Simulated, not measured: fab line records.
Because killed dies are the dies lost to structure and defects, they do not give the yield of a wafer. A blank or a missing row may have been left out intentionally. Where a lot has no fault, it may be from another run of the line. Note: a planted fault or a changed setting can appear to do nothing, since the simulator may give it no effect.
Chamber matching | flow n5 finfet | 3 sister chambers for N5_BEOL_M1_CO_CAP_55 on cvd co-01
The step material Co, precursor CCTBA/H2, target thk 2 nm, time 102.1 s. 3 wafers are shown with their chamber, then 7 later ones without.

WAFERS WITH THEIR CHAMBER
wafer  | chamber | heater power w (W)
L086.2 | 2       | 243
L091.1 | 1       | 262
L091.2 | 0       | 222

WAFERS WITHOUT THEIR CHAMBER
wafer  | heater power w (W)
L091.6 | 267
L093.2 | 260
L093.4 | 264
L093.5 | 215
L094.1 | 270
L094.2 | 215
L094.3 | 244

WHICH CHAMBER EACH WENT THROUGH
wafer  | from the rows above | in truth
L091.6 | 1                   | 1
L093.2 | 1                   | 1
L093.4 | 1                   | 1
L093.5 | 0                   | 0
L094.1 | 1                   | 1
L094.2 | 0                   | 0
L094.3 | 2                   | 2
Correct placement for 7 of the 7. Not placeable from these rows: 0. Number placed wrongly: 0.
How it was worked out, from the rows above alone: a wafer's distance from a chamber is the root of the sum, over the readings, of the square of ((its reading less the chamber's mean) divided by the reading's scatter). If the next closest chamber is less than 2 further off than the closest, the wafer can't be placed; otherwise it belongs to the closest. For every chamber, the mean is computed from those of its wafers that are shown. The scatter: with one shown wafer a chamber, the root of the mean of the squares of how far each hidden wafer lies from its nearest shown one.
